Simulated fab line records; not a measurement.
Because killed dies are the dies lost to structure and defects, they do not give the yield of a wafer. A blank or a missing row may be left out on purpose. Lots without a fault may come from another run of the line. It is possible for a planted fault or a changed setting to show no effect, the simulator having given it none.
Chamber matching | flow n5Finfet | 4 sister chambers for N5_ILD0_CMP_12 on cmp-04
The step polishes SiNx, stops on poly-Si, t overpolish 6 s, target thk 17.67 nm. 8 wafers are shown with their chamber, then 7 later ones without.

== EACH WAFER AND ITS CHAMBER ==
wafer  | chamber | motorCurrentA (A) | timeToEndpointS (s)
L077.2 | 3       | 9.2               | 28.7
L080.1 | 0       | 8.1               | 30.7
L084.4 | 1       | 8.8               | 30.2
L087.3 | 0       | 8.8               | 30.5
L088.1 | 2       | 9.5               | 30.3
L088.3 | 3       | 9.1               | 32.6
L088.4 | 1       | 8.6               | 33.8
L089.2 | 2       | 10.1              | 30.3

== WAFERS WITH NO CHAMBER GIVEN ==
wafer  | motorCurrentA (A) | timeToEndpointS (s)
L089.4 | 9.2               | 31.0
L091.3 | 9.5               | 30.7
L093.2 | 9.0               | 31.0
L093.4 | 8.2               | 33.0
L094.3 | 9.6               | 26.7
L096.1 | 9.7               | 32.8
L096.4 | 9.8               | 30.9

== CHAMBER TAKEN BY EACH ==
wafer  | from the rows above               | in truth
L089.4 | can't be placed: 3 or 1 or 2      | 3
L091.3 | can't be placed: 2 or 3 or 1      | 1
L093.2 | can't be placed: 3 or 1 or 0 or 2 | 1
L093.4 | can't be placed: 0 or 1 or 3      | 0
L094.3 | can't be placed: 2 or 3 or 1      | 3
L096.1 | can't be placed: 2 or 3 or 1      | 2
L096.4 | can't be placed: 2 or 3           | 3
Placed correctly: 0 of 7. Not placeable from these rows: 7 (in 7, the candidates include the true chamber). Number placed wrongly: 0.
How it was worked out, from the rows above alone: a wafer's distance from a chamber is the root of the sum, over the readings, of the square of ((its reading less the chamber's mean) divided by the reading's scatter). If the next closest chamber is less than 2 further off than the closest, the wafer can't be placed; otherwise it belongs to the closest. For every chamber, the mean is computed from those of its wafers that are shown. The scatter is the square root of a quotient: the sum, over the shown wafers, of each reading's squared deviation from its chamber's mean, divided by wafers minus chambers.
